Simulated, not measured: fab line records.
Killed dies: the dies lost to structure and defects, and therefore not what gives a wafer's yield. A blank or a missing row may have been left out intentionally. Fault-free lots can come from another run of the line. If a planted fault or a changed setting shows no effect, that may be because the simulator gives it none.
fab line records :: flow n5Finfet
record
  lots=4
  wafers=12
  lastDay=16
route steps=1938 shown BEOL_M15@1808 PASS1_DEP@1831 MIM_BOT@1832 MIM_TOP@1834 MIM_TOP_LITHO@1839 PASSIVATION@1936
lots that met no fault: from a run of the same line without faults
startH: hours from the record's opening day to when the first of the lot's shown wafers began :: waitH: time in hours since the lot's previous step :: " same as the row above :: L1.1+2: a single row standing in for several wafers :: - no value, or no start was given :: * or withheld: withheld :: < > ~ a bound
route shown NAME@n: names a module that has steps shown in the file, with the first one's number in the route :: usual: mean/standard deviation taken from wafers without a fault :: same: alike in all rows :: chamber/n: place in a boat :: sites: per-site readings :: _std_site: standard deviation of those values :: _edge_site: mean of outer sites minus mean of inner sites :: radiusMm: for every site, how far away it sits from the centre of the wafer :: mask NAME#n: copy n :: behind: tool/chamber where the wafer was last shaped :: hold: reason for holding the lot/hours on hold/outcome of the hold :: device: whichever transistor did not switch (one of n, p or np) :: end of line: the same wafers' tests at the end of the route :: step lacking rows: just its recipe :: killed: count of dies lost to structure and defects at first sort (not the wafer's yield) :: map: the dies of a wafer, with x for killed, . for not killed, _ for no die there
set.NAME: the run value of the setting; set.NAME@STEP: its run value at that earlier step :: model.NAME: the simulator's own value behind a step, which no gauge read
certain route steps with their lots: each step a table, each wafer a row
services: when a tool's chamber went out of use (startH, in hours from the record's first day, below 0 if earlier), for how many hours, and the reason
## steps
# step N5_BEOL_M15_ETCH_61
# recipe
  chemistry=N2/H2
  target=BARC
  targetDepthA=890
  overetchA=267
  timeS=67.9
  ionEnergyEv=200
  pressureMtorr=30
  sourceW=840
  biasW=150
  n2FlowSccm=200
  h2FlowSccm=200
# step N5_BEOL_M15_TRENCH_ETCH_34
# recipe
  chemistry=C4F8/O2/Ar
  target=SiO2
  targetDepthA=8729.3
  heInnerTorr=15
  heOuterTorr=30
  timeS=199
  ionEnergyEv=800
  pressureMtorr=20
  sourceW=1905
  biasW=2040
  Ar_flow_sccm=400
  C4F8_flow_sccm=16
  O2_flow_sccm=12
# step N5_BEOL_M15_STRIP_36
# recipe
  chemistry=O2
  powerW=600
  tempC=60
  pressureMtorr=30
  rfFrequencyHz=6e+07
  biasPowerW=0
  overashFraction=0.3
  o2FlowSccm=225
# step N5_BEOL_M15_STRIP_62
# recipe
  chemistry=O2
  powerW=600
  tempC=60
  pressureMtorr=30
  rfFrequencyHz=6e+07
  biasPowerW=0
  overashFraction=0.3
  o2FlowSccm=225
# step N5_BEOL_M15_STRIP_37
# recipe
  chemistry=O2
  powerW=600
  tempC=60
  pressureMtorr=30
  rfFrequencyHz=6e+07
  biasPowerW=0
  overashFraction=0.3
  o2FlowSccm=225
# step N5_BEOL_M15_ETCH_38
# recipe
  chemistry=CF4/N2
  target=SiCN
  targetDepthA=1064
  taperDeg=2
  timeS=120.5
  ionEnergyEv=150
  maskMaterial=SiO2
  pressureMtorr=40
  sourceW=430
  biasW=70
  Ar_flow_sccm=100
  cf4FlowSccm=60
  n2FlowSccm=60
# step N5_BEOL_M15_PRECLEAN_39
# recipe
  chemistry=residueRemover
  timeS=60
  tempC=40
# step N5_BEOL_M15_SRD_40
# recipe
  timeS=30
  tempC=23
  rinseLiquid=diw
  dry=n2Spin
  spinRpm=1500
  dryTimeS=30
# step N5_BEOL_M15_DEGAS_41
# recipe
  ambient=vacuum
  tempC=300
  timeS=60
# step N5_BEOL_M15_PRE_CLEAN_42
# recipe
  gas=H2/He
  timeS=30
  tempC=300
# step N5_BEOL_M15_SPUTTER_43
# recipe
  material=TaN
  targetThkA=150
  tempC=50
  biasV=168.6
  powerW=15000
  chamberPressurePa=0.12
  timeS=24.19
# step N5_BEOL_M15_SPUTTER_44
# recipe
  material=Ta
  targetThkA=150
  tempC=50
  biasV=80
  powerW=15000
  chamberPressurePa=0.07
  timeS=24.19
# usual
  chamberPressurePa=0.06999/0.00015
  throttleValvePct=30.8/1.3
lot.wafer: L102.2
tool: pvdSputter-03
chamber: -
startH: 253.40
waitH: 0.0
chamberPressurePa: 0.06977
throttleValvePct: 31.0

lot.wafer: L102.4
tool: pvdSputter-03
chamber: -
startH: 253.40
waitH: 0.0
chamberPressurePa: 0.06986
throttleValvePct: 30.8

lot.wafer: L102.6
tool: pvdSputter-03
chamber: -
startH: 253.40
waitH: 0.0
chamberPressurePa: 0.07021
throttleValvePct: 30.9

lot.wafer: L113.2
tool: pvdSputter-03
chamber: -
startH: 333.10
waitH: 0.0
chamberPressurePa: 0.06975
throttleValvePct: 28.0

lot.wafer: L113.4
tool: pvdSputter-03
chamber: -
startH: 333.10
waitH: 0.0
chamberPressurePa: 0.06977
throttleValvePct: 31.2

lot.wafer: L113.5
tool: pvdSputter-03
chamber: -
startH: 333.10
waitH: 0.0
chamberPressurePa: 0.0701
throttleValvePct: 30.7

lot.wafer: L114.2
tool: pvdSputter-03
chamber: -
startH: 342.40
waitH: 0.0
chamberPressurePa: 0.07007
throttleValvePct: 27.9

lot.wafer: L114.4
tool: pvdSputter-03
chamber: -
startH: 342.40
waitH: 0.0
chamberPressurePa: 0.06991
throttleValvePct: 30.7

lot.wafer: L114.6
tool: pvdSputter-03
chamber: -
startH: 342.40
waitH: 0.0
chamberPressurePa: 0.06982
throttleValvePct: 30.9

lot.wafer: L121.2
tool: pvdSputter-02
chamber: -
startH: 379.83
waitH: 0.0
chamberPressurePa: 0.07013
throttleValvePct: 32.8

lot.wafer: L121.5
tool: pvdSputter-02
chamber: -
startH: 379.83
waitH: 0.0
chamberPressurePa: 0.07
throttleValvePct: 32.0

lot.wafer: L121.6
tool: pvdSputter-02
chamber: -
startH: 379.83
waitH: 0.0
chamberPressurePa: 0.07005
throttleValvePct: 32.8
# step N5_BEOL_M15_SPUTTER_45
# recipe
  material=Cu
  targetThkA=1000
  tempC=-20
  biasV=60
  powerW=26000
  chamberPressurePa=0.13
  timeS=16.67
# step N5_BEOL_M15_ECD_47
# recipe
  material=Cu
  targetThkA=18600
# step N5_BEOL_M15_ANNEAL_48
# recipe
  tempC=225
  timeS=90
  ambient=N2
# step N5_BEOL_M15_CMP_49
# recipe
  stopOn=SiO2
  tOverpolishS=4.9
  downForcePsi=2
  platenRpm=80
  clearingPlatenDownForcePsi=2
  clearingPlatenRpm=80
  postCmpClean=cuAlkaline
  targetThkNm=850
  clearingPlatenPadVelocityMS=1.5917
  padVelocityMS=1.5917
# step N5_BEOL_M15_PRE_CLEAN_52
# recipe
  gas=NH3
  timeS=15
  tempC=withheld
  rfPowerW=300
# step N5_BEOL_M15_DEP_53
# recipe
  material=SiCN
  targetThkA=500
  tempC=withheld
  precursor=3MS/NH3
  pressureTorr=3
  rfW=675
  timeS=17.8
# step N5_PASSIVATION_PECVD_00
# recipe
  material=SiO2
  targetThkA=2000
  tempC=400
  precursor=SiH4/N2O
  pressureTorr=2.7
  rfW=608
  timeS=11.2
# step N5_MIM_BOT_DEGAS_01
# recipe
  ambient=vacuum
  tempC=300
  timeS=60
# step N5_MIM_BOT_SPUTTER_00
# recipe
  material=TiN
  targetThkA=350
  tempC=200
  powerW=3000
  chamberPressurePa=0.49996
  gas=Ar
  reactivePartialPa=0.37997
  timeS=89.7
# step N5_MIM_TOP_ALD_00
# recipe
  material=Al2O3
  targetThkA=*
  tempC=withheld
  aldPrecursorFamily=TMA
  aldCoReactant=O3
  pulseTimeS=withheld
  purgeTimeS=3
  coReactantPurgeTimeS=withheld
  coReactantPulseTimeS=3
  aldCycles=withheld
# step N5_MIM_TOP_ALD_01
# recipe
  material=HfO2
  targetThkA=56
  tempC=withheld
  aldPrecursorFamily=Hf-amide
  aldCoReactant=O3
  pulseTimeS=1
  purgeTimeS=3
  coReactantPurgeTimeS=2
  coReactantPulseTimeS=3
  aldCycles=62
# step N5_MIM_TOP_ALD_02
# recipe
  material=Al2O3
  targetThkA=*
  tempC=withheld
  aldPrecursorFamily=TMA
  aldCoReactant=O3
  pulseTimeS=withheld
  purgeTimeS=3
  coReactantPurgeTimeS=withheld
  coReactantPulseTimeS=3
  aldCycles=withheld
# step N5_MIM_TOP_DEGAS_04
# recipe
  ambient=vacuum
  tempC=300
  timeS=60
# step N5_MIM_TOP_SPUTTER_03
# recipe
  material=TiN
  targetThkA=350
  tempC=200
  powerW=3000
  chamberPressurePa=0.49996
  gas=Ar
  reactivePartialPa=0.37997
  timeS=89.7
# step N5_MIM_TOP_LITHO_HMDS_01
# recipe
  timeS=60
  tempC=120
# step N5_MIM_TOP_LITHO_COAT_02
# recipe
  spinRpm=*
  resistThkNm=*
# step N5_MIM_TOP_LITHO_EBR_04
# recipe
  solvent=PGMEA
  ebrWidthMm=1.5
# step N5_MIM_TOP_LITHO_SOFTBAKE_03
# recipe
  tempC=100
  timeS=90
# step N5_MIM_TOP_LITHO_EXPOSE_05
# recipe
  maskId=MIM_TOP
  na=0.55
  sourceShape=conventional
  sigmaOuter=0.8
  polarization=unpolarized
  targetCdNm=2000
  doseMj=20.5
# step N5_MIM_TOP_LITHO_PEB_06
# recipe
  pebTempC=withheld
  pebTimeS=*
# step N5_MIM_TOP_LITHO_DEVELOP_07
# recipe
  developTimeS=60
  rinseLiquid=diw
  dry=airSpin
  devTempC=21
# step N5_MIM_TOP_LITHO_HARDBAKE_09
# recipe
  tempC=130
  timeS=120
# step N5_PASSIVATION_PROBE_49
# usual
  defectLimitedYield=91.4/1.5
  killed_at_M0_to_M3=36/11
  killed_at_M4_up=14/6
  killedAtContacts=11/6
  killedAtFrontEnd=37/11
  killedAtOther=4/3.4
  killedDies=102/18
  killedOnRim=13/3.5
  killedOpen=66/13
  killedShort=34/7.8
  sort_bin_5_function=5.0/0.97
  sort_bin_6_memory=3.2/0.7
  sortNPass=1078/19
  sortYieldPct=91.3/1.6
# same
  grossDies=1180
  killedAtBackSide=0
  sort_bin_4_leakage[%]=0
  sort_bin_8_speed[%]=0
lot.wafer: L102.2
tool: prober-01
chamber: -
startH: 271.77
waitH: 0.1
defectLimitedYield[%]: 91.3
killed_at_M0_to_M3: 27
killed_at_M4_up: 14
killedAtContacts: 10
killedAtFrontEnd: 41
killedAtOther: 11
killedDies: 103
killedOnRim: 20
killedOpen: 65
killedShort: 37
sort_bin_5_function[%]: 5.3
sort_bin_6_memory[%]: 3.1
sortNPass: 1077
sortYieldPct[%]: 91.3

lot.wafer: L102.4
tool: prober-01
chamber: -
startH: 271.87
waitH: 0.2
defectLimitedYield[%]: 90.8
killed_at_M0_to_M3: 39
killed_at_M4_up: 19
killedAtContacts: 16
killedAtFrontEnd: 31
killedAtOther: 3
killedDies: 108
killedOnRim: 12
killedOpen: 73
killedShort: 31
sort_bin_5_function[%]: 6.0
sort_bin_6_memory[%]: 3.1
sortNPass: 1072
sortYieldPct[%]: 90.8

lot.wafer: L102.6
tool: prober-01
chamber: -
startH: 271.97
waitH: 0.3
defectLimitedYield[%]: 92.3
killed_at_M0_to_M3: 42
killed_at_M4_up: 16
killedAtContacts: 4
killedAtFrontEnd: 23
killedAtOther: 6
killedDies: 91
killedOnRim: 9
killedOpen: 55
killedShort: 33
sort_bin_5_function[%]: 4.8
sort_bin_6_memory[%]: 2.5
sortNPass: 1089
sortYieldPct[%]: 92.3

lot.wafer: L113.2
tool: prober-02
chamber: -
startH: 349.87
waitH: 0.9
defectLimitedYield[%]: 91.9
killed_at_M0_to_M3: 39
killed_at_M4_up: 7
killedAtContacts: 2
killedAtFrontEnd: 46
killedAtOther: 2
killedDies: 96
killedOnRim: 13
killedOpen: 63
killedShort: 32
sort_bin_5_function[%]: 4.8
sort_bin_6_memory[%]: 2.8
sortNPass: 1084
sortYieldPct[%]: 91.9

lot.wafer: L113.4
tool: prober-02
chamber: -
startH: 349.97
waitH: 1.0
defectLimitedYield[%]: 91.2
killed_at_M0_to_M3: 29
killed_at_M4_up: 16
killedAtContacts: 8
killedAtFrontEnd: 51
killedAtOther: 0
killedDies: 104
killedOnRim: 15
killedOpen: 65
killedShort: 38
sort_bin_5_function[%]: 4.9
sort_bin_6_memory[%]: 3.4
sortNPass: 1076
sortYieldPct[%]: 91.2

lot.wafer: L113.5
tool: prober-02
chamber: -
startH: 350.02
waitH: 1.1
defectLimitedYield[%]: 82.5
killed_at_M0_to_M3: 33
killed_at_M4_up: 121
killedAtContacts: 12
killedAtFrontEnd: 39
killedAtOther: 1
killedDies: 206
killedOnRim: 28
killedOpen: 61
killedShort: 30
sort_bin_5_function[%]: 10.1
sort_bin_6_memory[%]: 4.4
sortNPass: 974
sortYieldPct[%]: 82.5

lot.wafer: L114.2
tool: prober-02
chamber: -
startH: 359.26
waitH: 0.5
defectLimitedYield[%]: 92.9
killed_at_M0_to_M3: 34
killed_at_M4_up: 12
killedAtContacts: 10
killedAtFrontEnd: 27
killedAtOther: 1
killedDies: 84
killedOnRim: 9
killedOpen: 47
killedShort: 36
sort_bin_5_function[%]: 3.8
sort_bin_6_memory[%]: 2.7
sortNPass: 1096
sortYieldPct[%]: 92.9

lot.wafer: L114.4
tool: prober-02
chamber: -
startH: 359.36
waitH: 0.6
defectLimitedYield[%]: 83.3
killed_at_M0_to_M3: 33
killed_at_M4_up: 132
killedAtContacts: 10
killedAtFrontEnd: 22
killedAtOther: 0
killedDies: 197
killedOnRim: 29
killedOpen: 55
killedShort: 27
sort_bin_5_function[%]: 10.8
sort_bin_6_memory[%]: 3.6
sortNPass: 983
sortYieldPct[%]: 83.3

lot.wafer: L121.2
tool: prober-01
chamber: -
startH: 395.12
waitH: 0.1
defectLimitedYield[%]: 91.5
killed_at_M0_to_M3: 21
killed_at_M4_up: 9
killedAtContacts: 23
killedAtFrontEnd: 45
killedAtOther: 2
killedDies: 100
killedOnRim: 13
killedOpen: 68
killedShort: 31
sort_bin_5_function[%]: 4.8
sort_bin_6_memory[%]: 3.4
sortNPass: 1080
sortYieldPct[%]: 91.5

lot.wafer: L121.5
tool: prober-01
chamber: -
startH: 395.27
waitH: 0.2
defectLimitedYield[%]: 92.4
killed_at_M0_to_M3: 18
killed_at_M4_up: 20
killedAtContacts: 18
killedAtFrontEnd: 34
killedAtOther: 0
killedDies: 90
killedOnRim: 6
killedOpen: 59
killedShort: 29
sort_bin_5_function[%]: 4.3
sort_bin_6_memory[%]: 3.1
sortNPass: 1090
sortYieldPct[%]: 92.4

lot.wafer: L121.6
tool: prober-01
chamber: -
startH: 395.32
waitH: 0.3
defectLimitedYield[%]: 88.1
killed_at_M0_to_M3: 49
killed_at_M4_up: 17
killedAtContacts: 13
killedAtFrontEnd: 60
killedAtOther: 1
killedDies: 140
killedOnRim: 12
killedOpen: 88
killedShort: 47
sort_bin_5_function[%]: 7.2
sort_bin_6_memory[%]: 4.4
sortNPass: 1040
sortYieldPct[%]: 88.1
# killed by level:class
L102.2 FIN_SAQP:geometricParticle:short=10 BEOL_M3:geometricParticle:open=8 DUMMY_GATE:geometricParticle:open=8 BEOL_M4:geometricParticle:open=8 MOL_CONTACT_COAG:geometricParticle:open=7 FIN_SAQP:geometricParticle:open=6 BEOL_M0_SAQP:geometricParticle:short=6 STARTING-WAFER:geometricParticle:short=5
L102.4 MOL_CONTACT_COAG:geometricParticle:open=12 BEOL_M3:geometricParticle:open=12 FIN_SAQP:geometricParticle:open=7 BEOL_M1:geometricParticle:open=7 GATE_CUT:geometricParticle:open=6 GATE_CUT:geometricParticle:short=6 BEOL_M3:geometricParticle:short=5 BEOL_M4:geometricParticle:open=5
L102.6 BEOL_M0_SAQP:geometricParticle:open=11 BEOL_M0_SAQP:geometricParticle:short=9 BEOL_M2:geometricParticle:open=7 FIN_SAQP:geometricParticle:open=6 FIN_SAQP:geometricParticle:short=5 BEOL_M1:geometricParticle:open=5 BEOL_M3:geometricParticle:open=5 BEOL_M4:geometricParticle:open=5
L113.2 BEOL_M1:geometricParticle:open=13 STI_FIN_REVEAL:geometricParticle:open=13 BEOL_M0_SAQP:geometricParticle:open=8 FIN_SAQP:geometricParticle:short=7 FIN_SAQP:geometricParticle:open=5 DUMMY_GATE:geometricParticle:open=5 BEOL_M0_SAQP:geometricParticle:short=5 BEOL_M3:geometricParticle:open=5
L113.4 FIN_SAQP:geometricParticle:open=12 STI_FIN_REVEAL:geometricParticle:open=10 BEOL_M1:geometricParticle:open=9 BEOL_M4:geometricParticle:open=8 FIN_SAQP:geometricParticle:short=7 MOL_CONTACT_COAG:geometricParticle:open=7 BEOL_M0_SAQP:geometricParticle:open=6 GATE_CUT:geometricParticle:short=4
L113.5 BEOL_M15:unspecified=114 BEOL_M1:geometricParticle:open=13 DUMMY_GATE:geometricParticle:open=10 FIN_SAQP:geometricParticle:short=8 STI_FIN_REVEAL:geometricParticle:open=6 BEOL_M2:geometricParticle:open=6 MOL_CONTACT_COAG:geometricParticle:open=6 GATE_CUT:geometricParticle:open=5
L114.2 BEOL_M0_SAQP:geometricParticle:open=9 BEOL_M2:geometricParticle:open=9 GATE_CUT:geometricParticle:short=8 BEOL_M0_SAQP:geometricParticle:short=7 MOL_CONTACT_COAG:geometricParticle:open=6 GATE_CUT:geometricParticle:open=5 FIN_SAQP:geometricParticle:short=4 MOL_CONTACT_COAG:geometricParticle:short=3
L114.4 BEOL_M15:unspecified=114 BEOL_M0_SAQP:geometricParticle:short=9 BEOL_M0_SAQP:geometricParticle:open=9 MOL_CONTACT_COAG:geometricParticle:open=8 BEOL_M4:geometricParticle:open=6 BEOL_M2:geometricParticle:open=5 FIN_SAQP:geometricParticle:short=4 DUMMY_GATE:geometricParticle:open=4
L121.2 MOL_CONTACT_COAG:geometricParticle:open=18 STI_FIN_REVEAL:geometricParticle:open=15 BEOL_M0_SAQP:geometricParticle:short=9 DUMMY_GATE:geometricParticle:open=7 FIN_SAQP:geometricParticle:short=6 MOL_CONTACT_COAG:geometricParticle:short=5 BEOL_M0_SAQP:geometricParticle:open=4 BEOL_M2:geometricParticle:open=4
L121.5 MOL_CONTACT_COAG:geometricParticle:open=12 BEOL_M2:geometricParticle:open=7 BEOL_M4:geometricParticle:open=7 MOL_CONTACT_COAG:geometricParticle:short=6 BEOL_M3:geometricParticle:open=6 FIN_SAQP:geometricParticle:short=5 STI_FIN_REVEAL:geometricParticle:open=5 STI_FIN_REVEAL:geometricParticle:short=4
L121.6 STI_FIN_REVEAL:geometricParticle:open=14 BEOL_M0_SAQP:geometricParticle:open=13 BEOL_M0_SAQP:geometricParticle:short=11 MOL_CONTACT_COAG:geometricParticle:open=9 DUMMY_GATE:geometricParticle:open=8 BEOL_M3:geometricParticle:open=8 FIN_SAQP:geometricParticle:open=6 FIN_SAQP:geometricParticle:short=6
# map L113.5 (x killed, . not)
_________________.x..........________________
______________............x....._____________
___________................x.......__________
__________.....x..........x......x.._________
________.............................._______
_______...................x............______
______x..................x.....xxx...xx._____
_____.x..........................x.......____
____...........x...............x........x.___
___..........xx.......x.x..................__
___....x..........x...................x....__
__.......x.xx............................x.._
__............x.x.....x...........x........._
_......................x.................x...
_....x.........................x...x..x..x...
_.....x..............................x.......
_..............................x....xx.......
_........................x..x.........x......
_.......x.........................x.....x....
_x..x.......xxx..........xx..................
_.........xxx...xx...x.............xx.x......
__.........xx...x...................x......._
__.....xxxxxxxx.x..........................._
___.x.xxxxxxxxxxx...x...x..x...............__
___...xxxxxxxxxxxx......x...............x..__
____.xxxxxxxxxxxxxx.x..........x..........___
_____.xxxxxxxxxxx.x...................x..____
______xxxxxxxxxxxxx..........x.........._____
_______xxxxxxxxxxxxx..x................______
________xxxxxxxxxx............x......._______
__________xxxxxxxx..............xx.._________
___________xxxxx.xx....x.xx....x...__________
______________xxxx.....x........_____________
_________________...x.......x________________
# map L114.4 (x killed, . not)
_________________.......x....________________
______________..x..........x...._____________
___________.............x..........__________
__________................x........._________
________.x......x..........x.........._______
_______..........x.....................______
______......x............xx.....x...x..._____
_____.x..................................____
____........x.x...............x.x...x.....___
___..........x.................x...x.......__
___...................x......x......x......__
__...x................x..x....x............._
__..............x...............x..........._
_..x..........x..........x........x...x......
_..............x........x................x...
_.......x..............................x.....
_.......x..x...x.............................
_..........x................x...............x
_................x.......x...................
_.................x.........................x
_..x......x............................x.....
__......................x......x............_
__...x...xxxx..xx.x.....x...........x..x...._
___...xxxxxxxxxxxx...x...x..x..............__
___...xxxxxxxxxxx.x.x........x...x...x.....__
____.xxxxxxxxxxxxxxx...x..........x.......___
_____xxxxxxxxxxxxxx...x.................x____
______xxxxxxxxxxxxxx...................._____
_______xxxxxxxxxxxxxx................x.______
________xxxxxxxxxxxx.............x.x.._______
__________xxxxxxxxx.x...........x.x._________
___________xxxxx.x.................__________
______________.x...x............_____________
_________________x.....x.....________________
## services
tool: pvdSputter-02
chamber: -
startH: 321.23
hours: 1.2
kind: repair

tool: pvdSputter-03
chamber: -
startH: 373.64
hours: 2.2
kind: repair
## key
firstSign
  step=N5_PASSIVATION_PROBE_49
  reading=killed_at_M4_up
  direction=up
  sigmas=19
  usual=14
  struck=126
effect
  step=N5_PASSIVATION_PROBE_49
  reading=defectLimitedYield
  direction=down
  sigmas=5.6
  usual=91.4
  struck=82.9
moreKillsBornAt
  N5_BEOL_M15_SPUTTER_44@pvdSputter-03=228
metAt N5_BEOL_M15_SPUTTER_44
struckWafers L113.5,L114.4
onsetBetween 253.40 333.10
fault
  kind=chamberParticleSource
  tool=pvdSputter-03
  chamber=-
  onsetH=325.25
  steps=N5_BEOL_M15_SPUTTER_44
  ratePerVisitCm2=1.2159
  endH=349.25
  scope=struckWafersOnly
